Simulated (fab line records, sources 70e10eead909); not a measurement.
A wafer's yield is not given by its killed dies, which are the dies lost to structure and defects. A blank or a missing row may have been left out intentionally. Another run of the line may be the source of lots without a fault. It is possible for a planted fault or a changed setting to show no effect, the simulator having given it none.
What tool caused it?	flow nand-harc	6 lots, 18 wafers sampled, at 5 steps of a route of 1159

## WHAT THE GAUGES SHOWED, per wafer
NHARC_END_SORT_01.
lot	measured	on	killed-at-array
L209	day 23 07:44	prober-01	43 46 674

## WHAT TOOL EACH LOT RAN ON (gives the tool, then ch and the chambers of the sampled wafers, and finally the start)
lot	NHARC_A_STAIRCASE_DESCUM_168	NHARC_A_STAIRCASE_TRIM_12	NHARC_A_STAIRCASE_ETCH_19	NHARC_A_STAIRCASE_ETCH_21
L197	rie-diel-10 ch 1,2,3, day 11 09:27	rie-diel-09 ch 1,2,3, day 11 11:31	rie-diel-09 ch 0,2, day 11 12:32	rie-diel-10 ch 0,2,3, no start
L200	rie-diel-09 ch 1,2,3, day 12 06:16	rie-diel-10 ch 1,2, day 12 08:04	rie-diel-10 ch 1,2,3, day 12 08:56	rie-diel-11 ch 2,3, no start
L202	rie-diel-09 ch 0,1,2, day 12 23:49	rie-diel-11 ch 0,1, day 13 01:41	rie-diel-11 ch 0,2,3, day 13 02:35	rie-diel-11 ch 1,2,3, no start
L209	rie-diel-09 ch 0,2, day 14 18:38	rie-diel-09 ch 1,3, day 14 20:29	rie-diel-09 ch 1,2, day 14 21:28	rie-diel-11 ch 1,2, day 23 07:44 or earlier
L214	rie-diel-11 ch 0,2,3, day 15 16:51	rie-diel-11 ch 2,3, day 15 18:55	rie-diel-11 ch 1,2,3, day 15 21:19	rie-diel-11 ch 2,3, no start
L216	rie-diel-09 ch 0,1, day 16 16:35	rie-diel-11 ch 0,1,2, day 16 19:17	rie-diel-11 ch 1,2,3, day 16 20:37	rie-diel-11 ch 0,2,3, no start
- NHARC_A_STAIRCASE_DESCUM_168: chemistry O2, time 3 s.
- NHARC_A_STAIRCASE_TRIM_12: chemistry O2, time 211.2 s.
- NHARC_A_STAIRCASE_ETCH_19: etches the open film in C4F8/O2, target depth 100 nm, time 40.5 s.
- NHARC_A_STAIRCASE_ETCH_21: etches the open film in C4F8/O2, target depth 100 nm, time 40.5 s.

## THE ANSWER, worked out from the rows above alone
Rule: the lots themselves supply what counts as usual. The widest of any qualifying gaps counts: lots, ordered by their means at a reading, are off when they make up no more than a third of the lots, leave a main group of 4 or more, and stand apart from it by 3 or more times the standard deviation of that group's means. A main group is skipped when, at the precision printed for the reading in the tables above, its means are all equal. A lot without any number at a reading at which 4 lots or more have one is off too. All remaining lots with rows at the step are treated as sound.
None of the lots is off at any reading shown; this tells nothing.

## WHAT THE SIMULATOR HAD PUT IN
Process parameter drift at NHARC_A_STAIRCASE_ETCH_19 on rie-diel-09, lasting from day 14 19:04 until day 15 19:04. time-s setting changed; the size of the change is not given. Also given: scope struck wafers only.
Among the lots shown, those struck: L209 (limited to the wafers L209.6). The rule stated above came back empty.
